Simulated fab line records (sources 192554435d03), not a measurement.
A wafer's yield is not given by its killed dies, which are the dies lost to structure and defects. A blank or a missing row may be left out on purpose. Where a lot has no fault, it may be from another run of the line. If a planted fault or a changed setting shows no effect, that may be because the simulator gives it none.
Chamber matching	flow n5Finfet	N5_BEOL_M8_ETCH_62 on rieDiel-06 has 4 sister chambers
The step etches SOC in N2/H2, target depth 110 nm, overetch 22 nm, time 165 s. 4 wafers are shown with their chamber, then 9 later ones without.

WAFERS PAIRED WITH THEIR CHAMBERS
wafer	chamber	showerheadPlenumPTorr (Torr)
L087.3	3	2.47
L083.2	0	2.67
L086.5	1	2.70
L086.6	2	2.51

WAFERS WITHOUT THEIR CHAMBER
wafer	showerheadPlenumPTorr (Torr)
L089.1	2.66
L089.4	2.66
L089.6	2.46
L093.1	2.69
L093.2	2.46
L093.4	2.46
L097.1	2.69
L097.2	2.50
L097.5	2.50

CHAMBER TAKEN BY EACH
wafer	from the rows above	in truth
L089.1	0	0
L089.4	0	0
L089.6	3	3
L093.1	can't be placed: 1 or 0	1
L093.2	3	3
L093.4	3	3
L097.1	can't be placed: 1 or 0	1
L097.2	can't be placed: 2 or 3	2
L097.5	can't be placed: 2 or 3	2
Correct placement for 5 of the 9. Not placeable from these rows: 4 (in 4, the candidates include the true chamber). 0 placed wrongly.
How it was worked out, from the rows above alone: a wafer's distance from a chamber is the root of the sum, over the readings, of the square of ((its reading less the chamber's mean) divided by the reading's scatter). The wafer belongs to the nearest chamber; if the next one is less than 2 further off, it can't be placed. The mean given for a chamber averages the wafers shown for that chamber. The scatter: root of mean squared gap, hidden wafer to nearest shown wafer, with one shown wafer a chamber.
